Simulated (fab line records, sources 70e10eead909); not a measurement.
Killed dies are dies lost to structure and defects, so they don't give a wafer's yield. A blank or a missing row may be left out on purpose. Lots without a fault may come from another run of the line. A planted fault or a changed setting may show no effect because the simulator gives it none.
A struck lot beside a sound one | flow nand_harc | 14 steps out of a route of 1159
Sound: wafers L742.1, L742.5, L742.6. Struck: wafers L754.2, L754.3, L754.4. The cause comes at the end.
At each step with rows: each side's tool, then ch and its chambers, then its first start. Under that, the readings that differ: sound wafers | struck wafers | difference of the means | sigmas: that difference in standard deviations of wafers without a fault.
alike: readings whose means differ by less than 2 such deviations, and words and numbers that are the same on both sides. not compared: withheld readings, readings that some wafer has no value for, bounds like >300 that may hide the same value, and numbers for which the record gives no deviation and whose values overlap.
The two part at a step that has a row with sigmas, a row that says differs or no value, or rows on one side only. Numbers that don't overlap but have no deviation are shown without sigmas and don't part them. A reading that every wafer of one side lacks parts them only if that side has two wafers or more.

NHARC_A_M1_OVL_MEAS_10: pitch 240 nm.
  sound on overlay-01, day 17 22:58; struck on overlay-01, day 20 07:30
  alike: overlay_x_nm, overlay_y_nm
NHARC_A_M1_INSPECT_11:
  sound on defect_inspect-02, day 17 23:01; struck on defect_inspect-02, day 20 07:32
  reading          | sound    | struck   | difference | sigmas
  raw_defect_count | 19 16 15 | 41 51 43 | +28        | +2
NHARC_A_M1_DESCUM_14: chemistry O2, time 3 s.
  sound on rie_diel-04 ch 0,3, day 17 23:05; struck on rie_diel-10 ch 0,1,3, day 20 07:37
  alike: drypump_motor_current_A, oes_product_au, rf_vpp_V, showerhead_plenum_p_Torr, throttle_valve_pct
  not compared: rf_hours_counter_h
NHARC_A_M1_ETCH_35: etches the open film in N2/H2, target depth 40 nm, overetch 12 nm, time 43.94 s.
  sound on rie_diel-04 ch 0,1,2, day 17 23:10; struck on rie_diel-10 ch 1,2,3, day 20 07:41
  alike: drypump_motor_current_A, oes_product_au, rf_vpp_V, showerhead_plenum_p_Torr, throttle_valve_pct
  not compared: rf_hours_counter_h
then, 1 step without rows for these wafers: NHARC_A_M1_ETCH_15 (etches the open film in C4F8/Ar, target depth 182.5 nm, time 91.2 s).
NHARC_A_M1_CD_MEAS_16:
  sound on cd_sem-02, day 17 23:23; struck on cd_sem-03, day 20 07:55
  alike: cd_nm
NHARC_A_M1_STRIP_18: strips in N2/H2.
  sound on rie_diel-06 ch 1,2,3, day 17 23:31; struck on rie_diel-06 ch 0,2,3, day 20 08:00
  alike: drypump_motor_current_A, oes_product_au, rf_vpp_V, showerhead_plenum_p_Torr, throttle_valve_pct
  not compared: rf_hours_counter_h
NHARC_A_M1_ETCH_28: etches the open film in CF4/N2, target depth 30 nm, time 72.99 s.
  sound on rie_diel-06 ch 1,3; struck on rie_diel-06 ch 0,1,2
  alike: drypump_motor_current_A, oes_product_au, rf_vpp_V, showerhead_plenum_p_Torr, throttle_valve_pct
  not compared: rf_hours_counter_h
then, 2 steps without rows for these wafers: NHARC_A_M1_STRIP_19 (strips in post etch residue remover, time 600 s); NHARC_A_M1_DEGAS_29 (time 60 s).
NHARC_A_M1_PRE_CLEAN_30: time 30 s.
  sound on pvd_sputter-02; struck on pvd_sputter-01
  alike: heater_power_w
then, 1 step without rows for these wafers: NHARC_A_M1_PVD_20 (deposits TaN, target thk 5 nm, time 8.06 s).
NHARC_A_M1_PVD_21: deposits Cu, target thk 30 nm, time 20.49 s.
  sound on pvd_sputter-02, day 18 00:25; struck on pvd_sputter-01, day 20 08:52
  reading    | sound             | struck            | difference | sigmas
  time_s (s) | 20.49 20.49 20.49 | 11.46 11.46 11.46 | -9.03      |
  alike: throttle_valve_pct
then, 1 step without rows for these wafers: NHARC_A_M1_ECD_22 (material Cu, target thk 400 nm).

WHERE THEY PART
Only at NHARC_A_M1_INSPECT_11, within this record. Later steps at which nothing parts them and some readings are alike: NHARC_A_M1_DESCUM_14, NHARC_A_M1_ETCH_35, NHARC_A_M1_CD_MEAS_16, NHARC_A_M1_STRIP_18, NHARC_A_M1_ETCH_28, NHARC_A_M1_PRE_CLEAN_30, NHARC_A_M1_PVD_21.

WHY: what the simulator had put in
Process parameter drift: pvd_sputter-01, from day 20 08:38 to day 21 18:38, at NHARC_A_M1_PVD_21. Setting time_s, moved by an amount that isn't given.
